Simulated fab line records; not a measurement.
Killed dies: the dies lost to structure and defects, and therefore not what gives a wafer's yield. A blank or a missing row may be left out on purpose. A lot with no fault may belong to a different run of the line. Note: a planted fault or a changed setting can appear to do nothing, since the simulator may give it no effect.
Chamber matching	flow n5-finfet	ald-sin-02 running N5_SPACER0_ALD_08: 4 sister chambers
The step deposits SiNx, target thk 2 nm. 4 wafers are shown with their chamber, then 10 later ones without.

== EACH WAFER AND ITS CHAMBER ==
wafer	chamber	heater-power-w (W)
L083.4	1	842
L083.6	3	846
L086.2	2	883
L086.3	0	721

== WAFERS WHOSE CHAMBER IS MISSING ==
wafer	heater-power-w (W)
L086.5	869
L089.1	889
L089.5	743
L089.6	885
L096.1	856
L096.4	889
L096.5	856
L097.1	889
L097.5	839
L097.6	881

== WHICH CHAMBER EACH WENT THROUGH ==
wafer	from the rows above	in truth
L086.5	can't be placed: 2 or 3 or 1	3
L089.1	2	2
L089.5	0	0
L089.6	2	2
L096.1	can't be placed: 3 or 1 or 2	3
L096.4	2	2
L096.5	can't be placed: 3 or 1 or 2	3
L097.1	2	2
L097.5	can't be placed: 1 or 3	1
L097.6	2	2
Placed correctly: 6 of 10. Cannot be placed on the basis of these rows: 4; the candidates contain the true chamber in 4. Number placed wrongly: 0.
How it was worked out, from the rows above alone: a wafer's distance from a chamber is the root of the sum, over the readings, of the square of ((its reading less the chamber's mean) divided by the reading's scatter). If the next closest chamber is less than 2 further off than the closest, the wafer can't be placed; otherwise it belongs to the closest. The mean given for a chamber averages the wafers shown for that chamber. The scatter (one wafer shown for each chamber): square how far every hidden wafer sits from the nearest shown wafer, average those squares and take the square root.
